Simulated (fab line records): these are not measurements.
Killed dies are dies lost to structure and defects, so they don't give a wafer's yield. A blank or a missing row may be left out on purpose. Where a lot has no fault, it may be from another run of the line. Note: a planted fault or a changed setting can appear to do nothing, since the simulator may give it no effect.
fab line records	flow nandHarc
record lots=6	wafers=18	lastDay=30
route steps=1302 shown P_GATE@199
lots untouched by any fault: they come from a run of this same line in which no faults occurred
startH: the number of hours between the record's first day and the start of the first shown wafer of the lot	waitH: hours from the lot's prior step to this one	" repeats the value in the row above	L1.1+2: several wafers, shown together as one row	- no value present, or no start provided	* or withheld: withheld	< > ~ a bound
route shown NAME@n: names a module that has steps shown in the file, with the first one's number in the route	usual: mean/standard deviation of fault-free wafers	same: alike in all rows	chamber/n: place in a boat	sites: each site's reading	_std_site: standard deviation of those values	_edge_site: mean of outer sites minus mean of inner sites	radiusMm: how far each site lies from the wafer's centre	mask NAME#n: copy n	behind: tool/chamber where the wafer was last shaped	hold: reason for holding the lot/hours on hold/outcome of the hold	device: which transistor (n, p or np) failed to switch	end of line: at the end of the route, the tests of the same wafers	for a step that has no rows: nothing shown but its recipe	killed: dies lost to structure and defects at the first sort, not the wafer's yield	map: per-die view of a wafer (x killed, . not killed, _ where there is no die)
set.NAME: setting as actually run; set.NAME@STEP: the setting as run at that earlier step	model.NAME: the simulator's own value behind a step, which no gauge read
a table for each step, a row for each wafer; lots at some steps of the route
services: from which hour (startH, from the record's first day; less than 0 if before it) a tool's chamber was out of use, for how many hours, and why
## steps
# step NHARC_P_GATE_DEVELOP_90
# recipe timeS=70
# step NHARC_P_GATE_CD_MEAS_91
# recipe targetCdNm=2000	landingEnergyEv=500
# usual cdNm=2000.3/1.7
lot.wafer	tool	chamber	startH	waitH	cdNm
L412.1	cdSem-01	0	113.95	-	1999.3
L412.3	"	0	"	"	1998.6
L412.4	"	0	"	"	1998.3
L418.3	cdSem-02	0	180.75	-	1999.1
L418.4	"	0	"	"	2002.5
L418.6	"	0	"	"	2001.9
L419.3	cdSem-03	0	188.79	-	2000.1
L419.5	"	0	"	"	2002.7
L419.6	"	0	"	"	2002.3
L425.2	cdSem-03	0	248.99	-	1998.4
L425.4	"	0	"	"	2002.3
L425.6	"	0	"	"	1998.0
L427.1	cdSem-03	0	257.65	-	2001.5
L427.2	"	0	"	"	2003.1
L427.4	"	0	"	"	1999.6
L426.2	cdSem-02	0	259.73	-	2001.7
L426.4	"	0	"	"	2001.4
L426.5	"	0	"	"	2000.0
# step NHARC_P_GATE_HARDBAKE_92
# recipe tempC=125	timeS=80
# step NHARC_P_GATE_DESCUM_93
# recipe timeS=3	o2FlowSccm=200	arFlowSccm=0	biasPowerW=0	chemistry=O2
# usual drypumpMotorCurrentA=5.6/0.32	oesProductAu=0.993/0.009	rfVppV=57.8/0.76	showerheadPlenumPTorr=1.88/0.074	throttleValvePct=11.312/0.0085
lot.wafer	tool	chamber	startH	waitH	drypumpMotorCurrentA	oesProductAu	rfHoursCounterH	rfVppV	showerheadPlenumPTorr	throttleValvePct
L412.4	rieDiel-03	2	114.11	-	6.0	0.994	0	57.4	1.94	11.312
L412.3	"	3	"	"	6.1	0.989	0	58.0	1.82	11.300
L412.1	"	1	"	"	6.1	0.980	0	58.3	1.92	11.305
L418.4	rieDiel-03	0	180.92	-	5.4	0.998	4.5	57.6	1.95	11.315
L418.3	"	1	"	"	6.0	0.994	3.5	58.6	1.92	11.309
L418.6	"	0	"	"	5.4	1.000	-	58.0	1.95	11.325
L419.3	rieDiel-03	0	188.95	-	5.5	0.987	4.8	58.5	1.95	11.303
L419.6	"	3	"	"	6.2	0.991	-	57.4	1.82	11.298
L419.5	"	0	"	"	5.5	0.991	-	58.1	1.95	11.310
L425.2	rieDiel-03	0	249.15	-	5.4	0.984	8.8	58.7	1.95	11.301
L425.4	"	1	"	"	6.1	0.989	5.8	59.2	1.92	11.304
L425.6	"	0	"	"	5.5	0.989	-	57.8	1.95	11.309
L427.4	rieDiel-04	0	257.81	-	5.8	1.001	4.9	57.6	2.01	11.307
L427.1	"	1	"	"	5.5	0.974	3.7	55.7	1.81	11.310
L427.2	"	3	"	"	5.4	0.988	5.1	56.7	1.84	11.313
L426.4	rieDiel-04	3	259.90	-	5.4	0.988	5.1	57.9	1.84	11.318
L426.2	"	1	"	"	5.5	0.983	3.7	57.8	1.82	11.316
L426.5	"	2	"	"	5.3	0.997	-	58.5	1.82	11.303
# step NHARC_P_GATE_IMPLANT_94
# recipe energyKev=60	doseCm2=2e+15	tiltDeg=7
# step NHARC_P_GATE_STRIP_113
# recipe powerW=1500	tempC=110	timeS=740	chemistry=N2/H2
# usual drypumpMotorCurrentA=5.78/0.15	heaterPowerW=88/4.4
lot.wafer	tool	chamber	startH	waitH	drypumpMotorCurrentA	heaterPowerW	rfHoursCounterH
L412.1	plasmaAsher-02	1	114.59	0.3	5.93	89	6
L412.4	"	0	"	"	5.68	85	-
L412.3	"	1	"	"	5.93	91	-
L418.4	plasmaAsher-02	1	181.79	0.6	6.03	89	-
L418.3	"	0	"	"	5.68	85	-
L418.6	"	1	"	"	5.96	90	-
L419.3	plasmaAsher-02	0	189.67	0.5	5.67	85	-
L419.6	"	1	"	"	5.96	88	-
L419.5	"	0	"	"	5.65	85	-
L425.2	plasmaAsher-01	1	249.59	0.2	5.54	97	15
L425.4	"	0	"	"	5.84	87	-
L425.6	"	0	"	"	5.83	84	-
L427.1	plasmaAsher-01	1	258.19	0.2	5.56	93	19
L427.2	"	0	"	"	5.83	86	19
L427.4	"	1	"	"	5.58	95	-
L426.2	plasmaAsher-01	1	260.37	0.3	5.57	95	20
L426.4	"	1	"	"	5.57	93	-
L426.5	"	1	"	"	5.55	96	-
# step NHARC_P_GATE_STRIP_95
# recipe powerW=1500	tempC=250	chemistry=O2
# usual drypumpMotorCurrentA=5.78/0.15	heaterPowerW=331/16
lot.wafer	tool	chamber	startH	waitH	drypumpMotorCurrentA	heaterPowerW	rfHoursCounterH
L412.1	plasmaAsher-02	1	115.19	0.5	5.96	339	6
L412.4	"	0	"	"	5.69	324	-
L412.3	"	1	"	"	5.98	339	-
L418.4	plasmaAsher-02	1	182.30	0.4	5.98	339	-
L418.3	"	0	"	"	5.68	326	-
L418.6	"	1	"	"	5.93	338	-
L419.3	plasmaAsher-02	0	194.00	4.2	5.68	317	-
L419.6	"	1	"	"	5.97	346	-
L419.5	"	0	"	"	5.69	313	-
L425.2	plasmaAsher-01	1	250.31	0.6	5.58	356	16
L425.4	"	0	"	"	5.84	330	-
L425.6	"	0	"	"	5.84	322	-
L427.1	plasmaAsher-01	1	258.89	0.6	5.55	355	20
L427.2	"	0	"	"	5.83	326	20
L427.4	"	1	"	"	5.59	358	-
L426.2	plasmaAsher-01	1	260.97	0.5	5.57	355	21
L426.4	"	1	"	"	5.57	356	-
L426.5	"	1	"	"	5.60	350	-
# step NHARC_P_GATE_STRIP_96
# recipe timeS=900	tempC=130	chemistry=SPM
# step NHARC_P_GATE_RTA_64
# recipe tempC=1050	timeS=1
# usual lampPowerPct=36.5/1.1	wafer_temp_C_max=1054.6/0.85
lot.wafer	tool	chamber	startH	waitH	lampPowerPct	wafer_temp_C_max
L412.1	rtpAnneal-02	0	115.76	-	35.0	1054.8
L412.3	"	0	"	"	35.0	1054.0
L412.4	"	0	"	"	35.0	1054.7
L418.3	rtpAnneal-02	0	182.94	-	35.0	1052.7
L418.4	"	0	"	"	35.0	1053.1
L418.6	"	0	"	"	35.0	1053.8
L419.3	rtpAnneal-01	0	194.65	-	37.3	1054.8
L419.5	"	0	"	"	37.3	1053.9
L419.6	"	0	"	"	37.4	1054.3
L425.2	rtpAnneal-01	0	250.90	-	37.3	1056.2
L425.4	"	0	"	"	37.3	1053.9
L425.6	"	0	"	"	37.4	1054.2
L427.1	rtpAnneal-02	0	259.46	-	35.0	1053.2
L427.2	"	0	"	"	35.1	1054.8
L427.4	"	0	"	"	35.1	1053.9
L426.2	rtpAnneal-01	0	261.55	-	37.3	1054.4
L426.4	"	0	"	"	37.3	1053.4
L426.5	"	0	"	"	37.3	1055.5
# step NHARC_P_GATE_ETCH_77
# recipe targetDepthA=60	chemistry=dHF	material=SiO2
# step NHARC_P_GATE_DEGAS_109
# recipe tempC=300	timeS=60
# usual heaterPowerW=468/69
lot.wafer	tool	chamber	startH	waitH	heaterPowerW
L412.1	pvdSputter-03	-	116.10	0.1	479
L412.4	"	-	"	"	486
L412.3	"	-	"	"	574
L418.4	pvdSputter-03	-	183.20	0.1	421
L418.3	"	-	"	"	542
L418.6	"	-	"	"	427
L419.3	pvdSputter-02	-	194.92	0.1	464
L419.5	"	-	"	"	471
L419.6	"	-	"	"	618
L425.2	pvdSputter-01	-	251.18	0.1	417
L425.4	"	-	"	"	437
L425.6	"	-	"	"	429
L427.1	pvdSputter-02	-	259.76	0.1	467
L427.2	"	-	"	"	623
L427.4	"	-	"	"	463
L426.4	pvdSputter-03	-	261.83	0.1	527
L426.2	"	-	"	"	531
L426.5	"	-	"	"	523
# step NHARC_P_GATE_PRE_CLEAN_110
# recipe timeS=30	biasV=200	gas=Ar
# step NHARC_P_GATE_SPUTTER_78
# recipe targetThkA=100	material=Ni
lot.wafer	tool	chamber	startH	waitH
L412.1+3+4	pvdSputter-03	-	116.20	-
L418.4+3+6	pvdSputter-03	-	183.32	-
L419.3+5+6	pvdSputter-02	-	195.03	-
L425.4+2+6	pvdSputter-01	-	251.28	-
L425.4+2+6	pvdSputter-01	-	251.52	-
L427.2+1+4	pvdSputter-02	-	259.86	-
L426.4+2+5	pvdSputter-03	-	261.92	-
L426.4+2+5	pvdSputter-03	-	262.15	-
# step NHARC_P_GATE_SPUTTER_79
# recipe targetThkA=100	material=TiN
## services
tool	chamber	startH	hours	kind
pvdSputter-02	-	104.01	10.0	pm
rieDiel-03	-	104.30	9.0	pm
pvdSputter-03	-	137.19	3.6	repair
plasmaAsher-01	-	138.15	11.9	repair
pvdSputter-03	-	143.25	6.1	repair
plasmaAsher-01	-	165.00	9.0	pm
plasmaAsher-01	0	165.00	9.0	ventCycle
plasmaAsher-01	1	165.00	9.0	ventCycle
rieDiel-03	2	169.32	2.0	repair
pvdSputter-03	-	170.00	10.0	pm
plasmaAsher-01	0	174.00	-	clean
plasmaAsher-01	1	174.00	-	clean
rieDiel-04	-	177.90	9.0	pm
plasmaAsher-01	-	180.94	6.4	repair
pvdSputter-02	-	187.08	1.6	repair
plasmaAsher-01	-	211.91	1.6	repair
pvdSputter-03	-	221.56	6.7	repair
rieDiel-03	1	224.47	14.9	repair
pvdSputter-01	-	226.13	10.0	pm
pvdSputter-02	-	231.66	0.9	repair
plasmaAsher-02	-	249.27	9.0	pm
plasmaAsher-02	0	249.27	9.0	ventCycle
plasmaAsher-02	1	249.27	9.0	ventCycle
rieDiel-04	3	261.93	4.8	repair
## key
firstSign step=NHARC_P_GATE_SPUTTER_78	reading=visit	direction=added
effect none on later readings
metAt NHARC_P_GATE_SPUTTER_78
struckWafers L425.2,L425.4,L425.6,L426.2,L426.4,L426.5
testerLeftOut L425,L426
fault kind=repeatedStepWhole	tool=pvdSputter-01,pvdSputter-02,pvdSputter-03	chamber=-	onsetH=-	steps=NHARC_P_GATE_SPUTTER_78	times=1	scope=struckLotsOnly
# testerLeftOut: of these lots the tester's yield and bins aren't shown, on N5 and GAA mostly nor the transistor test; their killed dies are dies lost to structure and defects alone, not to doping, threshold or leakage, so they don't give the yield
